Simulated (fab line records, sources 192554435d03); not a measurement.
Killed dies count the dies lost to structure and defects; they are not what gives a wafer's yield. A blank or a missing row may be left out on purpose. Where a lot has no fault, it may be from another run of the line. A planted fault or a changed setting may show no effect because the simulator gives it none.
Which tool was responsible? | flow n5 finfet | 30 wafers from 10 lots sampled at 2 of the route's 1938 steps

WHAT EACH GAUGE READ, for each wafer
N5_BEOL_M4_INSPECT_59: inspects for defects (darkfield).
lot  | measured     | on                | raw defect count
L226 | day 8 11:05  | defect inspect-02 | 107 71 70
L228 | day 8 22:25  | defect inspect-02 | 142 105 137
L229 | day 9 11:19  | defect inspect-01 | 67 61 49
L232 | day 10 00:14 | defect inspect-02 | 91 109 82
L233 | day 10 10:50 | defect inspect-01 | 57 71 114
L234 | day 10 20:06 | defect inspect-02 | 65 68 59
L237 | day 11 04:56 | defect inspect-01 | 82 76 91
L240 | day 12 10:07 | defect inspect-02 | 63 52 81
L245 | day 13 10:29 | defect inspect-01 | 58 72 85
L243 | day 13 12:46 | defect inspect-02 | 99 124 83

TOOL THAT RAN EACH LOT (tool first, then ch and the chambers of the sampled wafers, then the start)
lot  | N5_BEOL_M4_ANNEAL_95
L226 | pvd sputter-02, day 8 09:52
L228 | pvd sputter-03, day 8 21:11
L229 | pvd sputter-02, day 9 10:04
L232 | pvd sputter-02, day 9 22:35
L233 | pvd sputter-01, day 10 09:37
L234 | pvd sputter-01, day 10 18:52
L237 | pvd sputter-03, day 11 03:35
L240 | pvd sputter-02, day 12 08:52
L245 | pvd sputter-02, day 13 09:16
L243 | pvd sputter-02, day 13 11:21
- N5_BEOL_M4_ANNEAL_95: time 240 s.

THE ANSWER, worked out from the rows above alone
Rule: usual is defined by the lots themselves. The widest of any qualifying gaps counts: lots, ordered by their means at a reading, are off when they make up no more than a third of the lots, leave a main group of 4 or more, and stand apart from it by 3 or more times the standard deviation of that group's means. A main group is skipped when, at the precision printed for the reading in the tables above, its means are all equal. Also off: a lot with no number at a reading for which 4 or more lots have one. The other lots that the step has rows for count as sound.
None of the lots is off at any reading shown; this tells nothing.

WHAT THE SIMULATOR PUT IN
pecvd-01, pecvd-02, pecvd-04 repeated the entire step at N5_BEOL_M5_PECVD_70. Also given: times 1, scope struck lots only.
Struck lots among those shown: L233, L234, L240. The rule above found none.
